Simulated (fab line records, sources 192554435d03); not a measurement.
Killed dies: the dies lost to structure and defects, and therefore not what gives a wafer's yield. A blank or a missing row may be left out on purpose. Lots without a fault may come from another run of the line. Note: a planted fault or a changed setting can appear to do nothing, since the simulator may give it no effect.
A struck lot beside a sound one | flow n5_finfet | 15 steps out of a route of 1938
Sound: the wafers L360.1, L360.3, L360.4. Wafers struck: L361.2, L361.4, L361.5. The cause is named last.
Each step with rows lists, per side, the tool, then ch with its chambers, then its first start. Under that, the readings that differ: sound wafers | struck wafers | difference of the means | sigmas: that difference in standard deviations of wafers without a fault.
alike: readings with means less than 2 such deviations apart, plus words and numbers identical on both sides. not compared: withheld readings, readings lacking a value on some wafer, bounds such as >300 that could conceal the same value, and numbers that have no deviation in the record and whose values overlap.
The two part at a step that has a row with sigmas, a row that says differs or no value, or rows on one side only. Numbers that don't overlap but have no deviation are shown without sigmas and don't part them. A reading that every wafer of one side lacks parts them only if that side has two wafers or more.

N5_BEOL_M9_ANNEAL_51: time 90 s.
  sound on rtp_anneal-02 ch 0, day 10 10:04; struck on rtp_anneal-01 ch 0, day 10 08:05
  alike: anneal_temp_c_max, wafer_temp_C_max
then, 1 step without rows for these wafers: N5_BEOL_M9_CMP_52 (polishes, stops on SiCOH lowk, t overpolish 7 s, target thk 140 nm).
N5_BEOL_M9_THK_MEAS_53: measures by xrf.
  sound: film_metro-01 at day 10 10:39; struck: film_metro-01 at day 10 08:38
  reading     | sound             | struck            | difference | sigmas
  M9_THK (nm) | 134.7 135.3 135.8 | 139.9 141.0 140.7 | +5.3       | +2
then, 1 step without rows for these wafers: N5_BEOL_M9_PRE_CLEAN_55 (time 15 s).
N5_BEOL_M9_DEP_56: deposits SiCN from 3MS/NH3, target thk 15 nm, time 26.5 s.
  sound on pecvd-03 ch 1,2, day 10 10:43; struck on pecvd-04 ch 0,1, day 10 08:43
  alike: showerhead_plenum_p_Torr, throttle_valve_pct
N5_BEOL_M9_RS_MEAS_57: the measuring method here is four-point-probe.
  sound: film_metro-02 at day 10 10:47; struck: film_metro-01 at day 10 08:49
  alike: M9_RS
N5_BEOL_M9_INSPECT_58: inspects for defects (darkfield).
  sound: defect_inspect-01 at day 10 10:49; struck: defect_inspect-01 at day 10 08:50
  reading          | sound    | struck     | difference | sigmas
  raw_defect_count | 56 77 36 | 89 133 105 | +53        | +2
N5_BEOL_M10_ILD_DEP_00: deposits SiCOH lowk from DEMS/porogen, target thk 308.51 nm, time 58 s.
  sound on pecvd-04 ch 0,1, day 10 10:51; struck on pecvd-01 ch 1,2, day 10 08:52
  alike: heater_power_w, showerhead_plenum_p_Torr, throttle_valve_pct
N5_BEOL_M10_CURE_71: cures SiCOH lowk, time 240 s.
  sound on uv_cure-02 ch 2, day 10 10:58; struck on uv_cure-01 ch 1, day 10 09:04
  alike: lamp_power_pct, wafer_temp_C_max
N5_BEOL_M10_THK_MEAS_01:
  sound: film_metro-01 at day 10 11:28; struck: film_metro-02 at day 10 09:29
  alike: M10_ILD_THK
N5_BEOL_M10_PECVD_70: deposits SiO2 from TEOS/O2, target thk 20 nm, time 22.7 s.
  sound on pecvd-02 ch 0,2, day 10 11:31; struck on pecvd-01 ch 2, day 10 09:32
  alike: heater_power_w, showerhead_plenum_p_Torr, throttle_valve_pct
then, 1 step without rows for these wafers: N5_BEOL_M10_HM_DEP_02 (deposits TiN, target thk 20 nm).
N5_BEOL_M10_COAT_59: time 60 s, resist thk 100 nm.
  sound on litho_track-01 ch 0, day 10 13:50; struck on litho_track-05 ch 0, day 10 10:02
  reading                  | sound                | struck               | difference | sigmas
  heater_power_total_W (W) | 501.2 498.2 500.9    | 491.1 490.6 491.8    | -8.9       | -5
  plate_temp_C (C)         | 249.79 250.04 250.07 | 246.15 246.11 246.19 | -3.82      | -24
then, 1 step without rows for these wafers: N5_BEOL_M10_COAT_60 (time 60 s, resist thk 30 nm).
-- a jump in the record: the struck wafers' starts before and after are 3 days apart (it breaks off in module BEOL_M10 and resumes in module PASSIVATION, where the first step shown is number 1936 of the route) --
N5_PASSIVATION_PROBE_49:
  sound: prober-02 at day 13 00:40; struck: prober-01 at day 12 23:55
  reading            | sound    | struck   | difference | sigmas
  killed_at_contacts | 9 12 11  | 29 24 22 | +14        | +2
  killed_open        | 49 57 62 | 73 88 79 | +24        | +2
  alike: defect_limited_yield, killed_at_M0_to_M3, killed_at_M4_up, killed_at_front_end, killed_at_other, killed_dies, killed_on_rim, killed_short, sort_bin_5_function, sort_bin_6_memory, sort_n_pass, sort_yield_pct

== WHERE THEY PART ==
Last at N5_PASSIVATION_PROBE_49 as far as this record goes, first at N5_BEOL_M9_THK_MEAS_53.

WHY: the cause the simulator had injected
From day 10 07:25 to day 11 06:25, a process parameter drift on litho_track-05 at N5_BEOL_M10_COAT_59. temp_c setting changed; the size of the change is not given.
